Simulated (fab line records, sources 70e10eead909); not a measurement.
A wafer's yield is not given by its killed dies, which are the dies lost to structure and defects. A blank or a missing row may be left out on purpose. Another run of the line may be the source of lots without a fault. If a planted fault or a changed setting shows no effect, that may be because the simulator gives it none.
fab line records | flow nand_harc
record: lots: 11 wafers: 33 last_day: 33
route steps=1302 shown P_ZERO_WELL@14 P_STI@87 END@1302
lots that met no fault: taken from a fault-free run of the same line
start_h: start of the lot's first displayed wafer, in hours after the record's first day | wait_h: time in hours since the lot's previous step | " as in the row above | L1.1+2: several wafers, shown together as one row | - no value, or no start was given | * or withheld: withheld | < > ~ a bound
route shown NAME@n: names a module that has steps shown in the file, with the first one's number in the route | usual: the fault-free wafers' mean and standard deviation | same: alike in all rows | chamber/n: place in a boat | sites: each site's reading | _std_site: how widely they spread, as a standard deviation | _edge_site: inner sites' mean taken away from outer sites' mean | radius_mm: how far each site lies from the wafer's centre | mask NAME#n: copy n | behind: tool/chamber where the wafer was last shaped | hold: why the lot was held/for how many hours/how that ended | device: which transistor (n, p or np) failed to switch | end of line: the route-end tests of the same wafers | a step with no rows: only its recipe | killed: count of dies lost to structure and defects at first sort (not the wafer's yield) | map: the dies of a wafer, with x for killed, . for not killed, _ for no die there
set.NAME: the setting that was run; set.NAME@STEP: the one run at that earlier step | model.NAME: the simulator's own value behind a step, which no gauge read
route steps across a sampled set of lots; one table per step, one row per wafer
services: a tool's chamber out of use, with start hour (start_h, from the record's first day; less than 0 if before it), hours out, and reason
== steps ==
step: NHARC_P_ZERO_WELL_CD_MEAS_11
recipe: target_cd_nm: 500 landing_energy_ev: 500
usual: cd_nm: 500.8/2.5
columns lot.wafer tool chamber start_h wait_h cd_nm
L746.1 cd_sem-03 0 31.11 - 498.5
L746.2 " 0 " " 500.4
L746.5 " 0 " " 499.5
L749.1 cd_sem-01 0 61.26 - 501.2
L749.3 " 0 " " 498.8
L749.6 " 0 " " 500.1
L750.1 cd_sem-02 0 71.13 - 500.5
L750.2 " 0 " " 500.5
L750.6 " 0 " " 497.4
L751.2 cd_sem-01 0 81.11 - 498.8
L751.3 " 0 " " 501.1
L751.4 " 0 " " 499.0
L756.1 cd_sem-02 0 131.11 - 499.7
L756.2 " 0 " " 498.7
L756.3 " 0 " " 497.5
L759.3 cd_sem-02 0 161.12 - 500.7
L759.4 " 0 " " 502.2
L759.6 " 0 " " 497.3
L760.2 cd_sem-02 0 171.24 - 499.5
L760.3 " 0 " " 503.3
L760.4 " 0 " " 501.5
L762.2 cd_sem-01 0 191.12 - 500.1
L762.4 " 0 " " 496.4
L762.5 " 0 " " 497.8
L765.2 cd_sem-01 0 221.26 - 500.3
L765.4 " 0 " " 500.6
L765.5 " 0 " " 502.8
L766.1 cd_sem-02 0 231.27 - 503.2
L766.2 " 0 " " 501.9
L766.5 " 0 " " 502.6
L767.3 cd_sem-01 0 241.25 - 498.2
L767.5 " 0 " " 498.2
L767.6 " 0 " " 500.8
step: NHARC_P_ZERO_WELL_DESCUM_26
recipe: time_s: 3 o2_flow_sccm: 200 ar_flow_sccm: 0 bias_power_w: 0 chemistry: O2
usual: drypump_motor_current_A: 5.6/0.47 mfc_ar_sccm: 0.008/0.01 oes_product_au: 0.998/0.013 rf_vpp_V: 57.6/0.91 showerhead_plenum_p_Torr: 1.88/0.089 throttle_valve_pct: 11.312/0.0087
columns lot.wafer tool chamber start_h wait_h drypump_motor_current_A mfc_ar_sccm oes_product_au rf_hours_counter_h rf_vpp_V showerhead_plenum_p_Torr throttle_valve_pct
L746.1 rie_diel-13 0 32.61 - 5.9 0 0.997 12 58.9 2.02 11.304
L746.2 " 1 " " 6.4 0.002 0.989 12 57.7 2.02 11.320
L746.5 " 3 " " 5.9 0.005 0.991 - 57.1 1.79 11.312
L749.3 rie_diel-06 2 62.66 - 5.5 0 0.989 37 57.2 1.89 11.298
L749.1 " 3 " " 4.8 0 0.984 37 57.2 1.83 11.319
L749.6 " 0 " " 6.0 0 0.990 - 56.8 1.88 11.306
L750.1 rie_diel-09 0 72.57 - 5.7 0.026 0.996 32 57.5 1.78 11.311
L750.2 " 1 " " 6.1 0 0.997 33 58.4 1.93 11.320
L750.6 " 0 " " 5.7 0.026 1.002 - 57.5 1.77 11.318
L751.4 rie_diel-09 3 82.79 - 5.2 0.027 1.001 28 58.3 1.91 11.312
L751.2 " 0 " " 5.7 0.026 1.009 35 56.9 1.77 11.315
L751.3 " 2 " " 5.0 0.008 0.995 38 55.8 1.80 11.322
L756.3 rie_diel-09 3 132.51 - 5.2 0.027 0.987 42 57.8 1.91 11.322
L756.1 " 0 " " 5.7 0.026 1.018 45 57.2 1.77 11.310
L756.2 " 1 " " 6.1 0 0.997 49 57.3 1.92 11.318
L759.4 rie_diel-13 0 162.63 - 6.0 0 1.003 62 58.0 2.01 11.323
L759.3 " 1 " " 6.4 0.002 0.987 63 57.9 2.00 11.306
L759.6 " 3 " " 5.9 0.005 0.972 - 57.2 1.78 11.308
L760.4 rie_diel-09 2 173.11 - 5.1 0.008 0.988 9 55.2 1.79 11.318
L760.3 " 0 " " 5.7 0.026 1.021 9 57.6 2.07 11.293
L760.2 " 1 " " 6.1 0 0.993 11 57.3 1.92 11.311
L762.2 rie_diel-06 0 192.61 - 5.9 0 1.010 19 57.0 1.87 11.315
L762.4 " 3 " " 4.8 0 0.978 22 56.7 1.81 11.309
L762.5 " 0 " " 6.0 0 1.006 - 56.5 1.87 11.317
L765.2 rie_diel-06 2 223.11 - 5.5 0 1.001 35 58.1 1.87 11.303
L765.4 " 0 " " 6.0 0 1.017 33 58.9 1.87 11.326
L765.5 " 2 " " 5.5 0 1.003 - 59.3 1.87 11.321
L766.2 rie_diel-09 3 232.69 - 5.2 0.027 0.998 29 58.4 1.90 11.315
L766.1 " 0 " " 5.7 0.026 0.996 29 57.8 2.07 11.309
L766.5 " 3 " " 5.2 0.027 0.993 - 57.6 1.90 11.310
L767.3 rie_diel-06 3 242.63 - 4.7 0 0.983 39 58.6 1.81 11.313
L767.6 " 2 " " 5.5 0 1.006 - 56.2 1.87 11.311
L767.5 " 3 " " 4.7 0 0.986 - 57.8 1.81 11.314
step: NHARC_P_ZERO_WELL_EXPOSE_49
recipe: na: 0.6 target_cd_nm: 2000 dose_mj: 22.64 mask_id: P_HVPW
usual: focus_offset_nm: -0.1/0.52
same: na: 0.6
columns lot.wafer tool chamber start_h wait_h mask focus_offset_nm
L746.1 krf_scanner-04 0 35.44 - P_HVPW#0 0.6
L746.2 " 0 " " P_HVPW#0 0.8
L746.5 " 0 " " P_HVPW#0 -0.1
L749.1 krf_scanner-03 0 65.51 - P_HVPW#0 0.0
L749.3 " 0 " " P_HVPW#0 0.5
L749.6 " 0 " " P_HVPW#0 -0.4
L750.1 krf_scanner-03 0 75.27 - P_HVPW_R1#0 0.6
L750.2 " 0 " " P_HVPW_R1#0 0.1
L750.6 " 0 " " P_HVPW_R1#0 0.9
L751.2 krf_scanner-03 0 85.66 - P_HVPW#0 -0.1
L751.3 " 0 " " P_HVPW#0 -0.3
L751.4 " 0 " " P_HVPW#0 0.2
L756.1 krf_scanner-03 0 135.44 - P_HVPW#0 0.0
L756.2 " 0 " " P_HVPW#0 0.0
L756.3 " 0 " " P_HVPW#0 -0.5
L759.3 krf_scanner-03 0 165.60 - P_HVPW#0 -0.7
L759.4 " 0 " " P_HVPW#0 -0.1
L759.6 " 0 " " P_HVPW#0 0.8
L760.2 krf_scanner-03 0 175.83 - P_HVPW#0 -0.7
L760.3 " 0 " " P_HVPW#0 -0.8
L760.4 " 0 " " P_HVPW#0 -0.5
L762.2 krf_scanner-03 0 195.59 - P_HVPW#0 -0.9
L762.4 " 0 " " P_HVPW#0 -0.3
L762.5 " 0 " " P_HVPW#0 -0.3
L765.2 krf_scanner-04 0 226.26 - P_HVPW#0 -0.4
L765.4 " 0 " " P_HVPW#0 -0.4
L765.5 " 0 " " P_HVPW#0 -0.1
L766.1 krf_scanner-03 0 235.64 - P_HVPW#0 0.2
L766.2 " 0 " " P_HVPW#0 0.5
L766.5 " 0 " " P_HVPW#0 0.0
L767.3 krf_scanner-04 0 245.59 - P_HVPW#0 -0.7
L767.5 " 0 " " P_HVPW#0 0.5
L767.6 " 0 " " P_HVPW#0 0.2
step: NHARC_P_ZERO_WELL_CD_MEAS_52
recipe: target_cd_nm: 2000 landing_energy_ev: 500
usual: cd_nm: 1999.7/2.3
columns lot.wafer tool chamber start_h wait_h cd_nm
L746.1 cd_sem-03 0 35.59 - 1996.0
L746.2 " 0 " " 2000.1
L746.5 " 0 " " 1997.2
L749.1 cd_sem-01 0 65.67 - 1999.5
L749.3 " 0 " " 2000.0
L749.6 " 0 " " 1999.6
L750.1 cd_sem-02 0 75.43 - 1983.1
L750.2 " 0 " " 1980.5
L750.6 " 0 " " 1983.3
L751.2 cd_sem-02 0 85.81 - 2000.8
L751.3 " 0 " " 1994.0
L751.4 " 0 " " 1999.6
L756.1 cd_sem-03 0 135.60 - 2000.5
L756.2 " 0 " " 1996.7
L756.3 " 0 " " 2000.0
L759.3 cd_sem-03 0 165.75 - 2002.1
L759.4 " 0 " " 2004.5
L759.6 " 0 " " 2003.2
L760.2 cd_sem-01 0 175.99 - 2003.2
L760.3 " 0 " " 2000.2
L760.4 " 0 " " 2000.4
L762.2 cd_sem-01 0 195.74 - 2001.2
L762.4 " 0 " " 1999.9
L762.5 " 0 " " 2002.4
L765.2 cd_sem-02 0 226.42 - 1997.4
L765.4 " 0 " " 1998.2
L765.5 " 0 " " 1999.2
L766.1 cd_sem-02 0 235.80 - 1999.5
L766.2 " 0 " " 1998.4
L766.5 " 0 " " 2000.4
L767.3 cd_sem-02 0 245.74 - 1998.3
L767.5 " 0 " " 1997.5
L767.6 " 0 " " 2000.4
step: NHARC_P_STI_DESCUM_14
recipe: time_s: 3 o2_flow_sccm: 200 ar_flow_sccm: 0 bias_power_w: 0 chemistry: O2
usual: drypump_motor_current_A: 5.7/0.33 mfc_ar_sccm: 0.003/0.0047 oes_product_au: 1.002/0.012 rf_vpp_V: 57.8/0.78 showerhead_plenum_p_Torr: 1.91/0.09 throttle_valve_pct: 11.312/0.009
columns lot.wafer tool chamber start_h wait_h drypump_motor_current_A mfc_ar_sccm oes_product_au rf_hours_counter_h rf_vpp_V showerhead_plenum_p_Torr throttle_valve_pct
L746.2 rie_diel-03 0 54.85 - 5.3 0.016 1.009 6 59.0 2.01 11.306
L746.1 " 1 " " 5.4 0 0.999 10 57.2 1.88 11.311
L746.5 " 2 " " 6.2 0 1.007 - 57.9 1.92 11.293
L749.3 rie_diel-01 0 85.33 - 5.2 0 1.019 2 57.2 1.89 11.324
L749.1 " 2 " " 5.8 0.011 1.012 3 57.5 1.93 11.318
L749.6 " 1 " " 5.8 0 0.987 - 57.2 2.04 11.310
L750.2 rie_diel-07 3 93.19 - 5.4 0 0.970 13 57.3 1.93 11.302
L750.1 " 2 " " 6.3 0 0.976 13 56.9 1.84 11.310
L750.6 " 0 " " 5.7 0.008 1.003 - 57.4 1.80 11.319
L751.3 rie_diel-01 3 104.46 - 5.9 0 1.012 4 57.5 1.79 11.298
L751.4 " 1 " " 5.8 0 0.991 3 58.9 2.04 11.292
L751.2 " 2 " " 5.7 0.011 1.037 3 57.1 1.93 11.304
L756.1 rie_diel-03 1 155.23 - 5.4 0 1.007 2 59.0 1.88 11.301
L756.2 " 2 " " 6.2 0 0.997 2 57.5 1.92 11.296
L756.3 " 0 " " 5.4 0.016 1.018 2 57.4 2.01 11.304
L759.4 rie_diel-03 2 185.54 - 6.2 0 1.004 4 58.0 1.92 11.314
L759.3 " 0 " " 5.4 0.016 1.016 3 58.3 2.01 11.319
L759.6 " 3 " " 5.8 0.004 0.994 - 58.2 2.07 11.321
L760.2 rie_diel-01 0 192.88 - 5.2 0 0.999 7 58.4 1.89 11.320
L760.4 " 1 " " 5.8 0 0.989 6 58.4 2.04 11.317
L760.3 " 3 " " 5.8 0 1.009 7 57.2 1.79 11.329
L762.2 rie_diel-01 1 213.41 - 5.8 0 0.977 0 57.9 2.04 11.314
L762.4 " 2 " " 5.8 0.011 1.005 0 58.0 1.93 11.298
L762.5 " 1 " " 5.8 0 0.983 - 59.2 2.04 11.314
L765.4 rie_diel-03 3 244.35 - 5.8 0.004 1.005 6 58.6 2.07 11.304
L765.2 " 0 " " 5.4 0.016 1.013 7 57.4 2.01 11.325
L765.5 " 2 " " 6.2 0 0.991 - 58.0 1.92 11.317
L766.1 rie_diel-03 1 253.49 - 5.4 0 1.002 9 58.5 1.88 11.313
L766.2 " 2 " " 6.1 0 0.996 9 57.4 1.92 11.317
L766.5 " 0 " " 5.4 0.016 1.000 - 59.2 2.01 11.322
L767.3 rie_diel-03 2 264.15 - 6.2 0 1.012 10 57.6 1.92 11.310
L767.5 " 2 " " 6.2 0 1.003 - 58.7 1.92 11.302
L767.6 " 3 " " 5.8 0.004 1.000 - 58.0 2.07 11.318
step: NHARC_END_SORT_01
recipe: temp_c: 25
usual: killed_at_array: 45/18 killed_at_other: 0.9/1.3 killed_at_periphery: 3.7/2.2 killed_dies: 50/18 killed_open: 3.2/1.9 killed_short: 2.4/1.6
same: gross_dies: 677
columns lot.wafer tool chamber start_h wait_h killed_at_array killed_at_other killed_at_periphery killed_dies killed_open killed_short
L746.1 prober-01 0 561.97 2.5 35 0 3 38 3 7
L746.2 prober-01 0 562.78 2.8 38 0 4 42 1 0
L746.5 prober-01 0 565.21 3.7 31 0 3 34 1 2
L759.3 prober-01 0 694.31 3.1 54 1 3 58 0 3
L759.4 prober-01 0 695.10 3.4 30 0 5 35 2 0
L759.6 prober-01 0 696.68 4.0 65 0 5 70 2 4
L760.2 prober-01 0 701.34 2.8 57 2 5 64 3 2
L760.3 prober-01 0 702.14 3.1 67 1 1 69 4 3
L760.4 prober-01 0 702.94 3.4 52 0 2 54 5 3
L762.2 prober-02 0 745.03 2.8 52 0 7 59 3 4
L762.4 prober-02 0 746.65 3.4 43 0 4 47 4 2
L762.5 prober-02 0 747.46 3.7 24 1 4 29 0 2
L766.1 prober-02 0 781.68 2.5 13 1 7 21 4 3
L766.2 prober-02 0 782.47 2.8 10 1 2 13 1 4
L766.5 prober-02 0 784.84 3.7 20 2 4 26 4 2
killed by level:class
L746.1 A_CHANNEL_HOLE_D2:chamber_film_flake=17 A_WL_FILL:chamber_film_flake=4 A_STAIRCASE:chamber_film_flake=3 A_SOURCE_PLATE:geometric_particle:short=2 A_CHANNEL_FILL_D1:chamber_film_flake=2 P_GATE:geometric_particle:short=1 P_M2:geometric_particle:open=1 A_ONON_D1:geometric_particle:short=1
L746.2 A_CHANNEL_HOLE_D2:chamber_film_flake=29 P_ZERO_WELL:chamber_film_flake=4 A_CHANNEL_HOLE_D1:chamber_film_flake=3 A_WL_FILL:chamber_film_flake=3 A_BLC:geometric_particle:open=1 A_CHANNEL_FILL_D2:chamber_film_flake=1 A_SLIT:chamber_film_flake=1
L746.5 A_CHANNEL_HOLE_D2:chamber_film_flake=13 A_WL_FILL:chamber_film_flake=6 A_CHANNEL_FILL_D1:chamber_film_flake=3 A_CONTACT:chamber_film_flake=3 A_DECK1_JOINT:chamber_film_flake=2 A_CHANNEL_FILL_D2:chamber_film_flake=2 P_STI:geometric_particle:short=1 P_M2:geometric_particle:open=1
L759.3 A_SLIT:chamber_film_flake=30 A_CHANNEL_HOLE_D1:chamber_film_flake=10 A_WL_FILL:chamber_film_flake=3 P_BONDPAD:chamber_film_flake=2 A_ZERO_WELL:chamber_film_flake=2 A_CHANNEL_HOLE_D2:chamber_film_flake=2 A_STAIRCASE:chamber_film_flake=2 A_CHANNEL_FILL_D2:geometric_particle:short=1
L759.4 A_SLIT:chamber_film_flake=15 A_CHANNEL_HOLE_D1:chamber_film_flake=4 P_BONDPAD:chamber_film_flake=2 A_ZERO_WELL:chamber_film_flake=2 A_CHANNEL_HOLE_D2:chamber_film_flake=2 A_WL_FILL:chamber_film_flake=2 A_BLC:chamber_film_flake=2 P_CONTACT:geometric_particle:open=1
L759.6 A_SLIT:chamber_film_flake=36 A_STAIRCASE:chamber_film_flake=8 A_CHANNEL_HOLE_D1:chamber_film_flake=7 P_BONDPAD:chamber_film_flake=3 A_CONTACT:chamber_film_flake=3 A_WL_FILL:geometric_particle:short=2 A_WL_FILL:chamber_film_flake=2 P_CONTACT:geometric_particle:open=1
L760.2 A_CHANNEL_HOLE_D2:chamber_film_flake=19 A_CHANNEL_HOLE_D1:chamber_film_flake=16 A_STAIRCASE:chamber_film_flake=10 A_WL_FILL:chamber_film_flake=4 A_CONTACT:chamber_film_flake=4 P_GATE:chamber_film_flake=2 P_CONTACT:geometric_particle:open=1 P_M0:geometric_particle:open=1
L760.3 A_CHANNEL_HOLE_D1:chamber_film_flake=28 A_CHANNEL_HOLE_D2:chamber_film_flake=21 A_SLIT:chamber_film_flake=4 A_STAIRCASE:chamber_film_flake=3 A_CONTACT:chamber_film_flake=3 A_CHANNEL_HOLE_D1:geometric_particle:open=1 A_DECK1_JOINT:geometric_particle:short=1 A_ONON_D2:geometric_particle:open=1
L760.4 A_CHANNEL_HOLE_D1:chamber_film_flake=16 A_CHANNEL_HOLE_D2:chamber_film_flake=10 A_CONTACT:chamber_film_flake=8 A_STAIRCASE:chamber_film_flake=4 A_DECK1_JOINT:geometric_particle:open=2 A_DECK1_JOINT:chamber_film_flake=2 A_SGD_CUT:chamber_film_flake=2 A_WL_FILL:chamber_film_flake=2
L762.2 A_CHANNEL_HOLE_D1:chamber_film_flake=34 A_CONTACT:chamber_film_flake=8 P_STI:chamber_film_flake=2 A_SLIT:chamber_film_flake=2 A_STAIRCASE:chamber_film_flake=2 A_WL_FILL:chamber_film_flake=2 P_STI:geometric_particle:open=1 P_GATE:geometric_particle:short=1
L762.4 A_CHANNEL_HOLE_D1:chamber_film_flake=28 A_CONTACT:chamber_film_flake=4 P_STI:chamber_film_flake=2 A_CHANNEL_FILL_D2:chamber_film_flake=2 P_CONTACT:geometric_particle:open=1 A_SOURCE_PLATE:geometric_particle:short=1 A_SOURCE_PLATE:geometric_particle:open=1 A_CHANNEL_FILL_D1:geometric_particle:open=1
L762.5 A_CHANNEL_HOLE_D1:chamber_film_flake=10 A_CONTACT:chamber_film_flake=8 A_SLIT:chamber_film_flake=3 P_STI:chamber_film_flake=2 A_WL_FILL:geometric_particle:short=1 STARTING-WAFER:geometric_particle:short=1 P_M2:chamber_film_flake=1 P_BONDPAD:chamber_film_flake=1
L766.1 P_M0:geometric_particle:open=3 A_SLIT:chamber_film_flake=3 A_CONTACT:chamber_film_flake=3 A_CHANNEL_FILL_D2:geometric_particle:short=2 A_DECK1_JOINT:chamber_film_flake=2 P_CONTACT:geometric_particle:open=1 P_CONTACT:geometric_particle:short=1 P_ZERO_WELL:chamber_film_flake=1
L766.2 A_SLIT:chamber_film_flake=3 A_WL_FILL:geometric_particle:short=2 A_CHANNEL_FILL_D1:chamber_film_flake=2 P_CONTACT:geometric_particle:short=1 A_CHANNEL_FILL_D2:geometric_particle:open=1 A_CHANNEL_FILL_D2:geometric_particle:short=1 P_ZERO_WELL:chamber_film_flake=1 A_CONTACT:chamber_film_flake=1
L766.5 A_SLIT:chamber_film_flake=5 A_CONTACT:chamber_film_flake=4 P_GATE:chamber_film_flake=2 A_DECK1_JOINT:chamber_film_flake=2 THIN_TSV:chamber_film_flake=2 P_M1:geometric_particle:open=1 A_SOURCE_PLATE:geometric_particle:open=1 A_CHANNEL_HOLE_D1:geometric_particle:open=1
== services ==
columns tool chamber start_h hours kind
krf_scanner-04 - 10.00 4.0 pm
krf_scanner-04 - 17.20 0.9 repair
rie_diel-01 - 26.80 9.0 pm
rie_diel-13 2 30.74 8.7 repair
rie_diel-03 0 31.15 22.9 repair
krf_scanner-03 - 52.00 4.0 pm
rie_diel-09 0 83.49 9.6 repair
rie_diel-01 - 95.34 0.7 repair
rie_diel-03 - 104.30 9.0 pm
rie_diel-06 0 115.46 3.3 repair
rie_diel-09 - 124.89 0.8 repair
rie_diel-06 - 130.20 9.0 pm
rie_diel-09 - 143.41 9.0 pm
rie_diel-03 0 167.50 3.0 repair
krf_scanner-03 - 171.01 0.7 repair
krf_scanner-04 - 182.00 4.0 pm
rie_diel-01 - 203.80 9.0 pm
rie_diel-03 3 208.75 21.2 repair
krf_scanner-03 - 224.00 4.0 pm
krf_scanner-04 - 232.57 2.0 repair
krf_scanner-03 - 238.10 26.9 repair
rie_diel-01 3 241.25 8.4 repair
rie_diel-03 - 250.18 1.0 repair
rie_diel-06 3 257.68 4.5 repair
== key ==
first_sign: step: NHARC_P_ZERO_WELL_EXPOSE_49 reading: mask direction: changed
effect: step: NHARC_P_ZERO_WELL_CD_MEAS_52 reading: cd_nm direction: down sigmas: 7.5 usual: 1999.7 struck: 1982.3
met_at NHARC_P_ZERO_WELL_EXPOSE_49
struck_lots L750
tester_left_out L750
not_acting_at NHARC_P_ZERO_WELL_CD_MEAS_11,NHARC_P_ZERO_WELL_DESCUM_26,NHARC_P_STI_DESCUM_14
onset_between 65.51 75.27
fault: kind: wrong_mask tool: any chamber: - onset_h: 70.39 steps: NHARC_P_ZERO_WELL_EXPOSE_49 aux_copy: P_HVPW_R1#0 cd_offset_nm: -16.525 scope: struck_lots_only
tester_left_out: of these lots the tester's yield and bins aren't shown, on N5 and GAA mostly nor the transistor test; their killed dies are dies lost to structure and defects alone, not to doping, threshold or leakage, so they don't give the yield
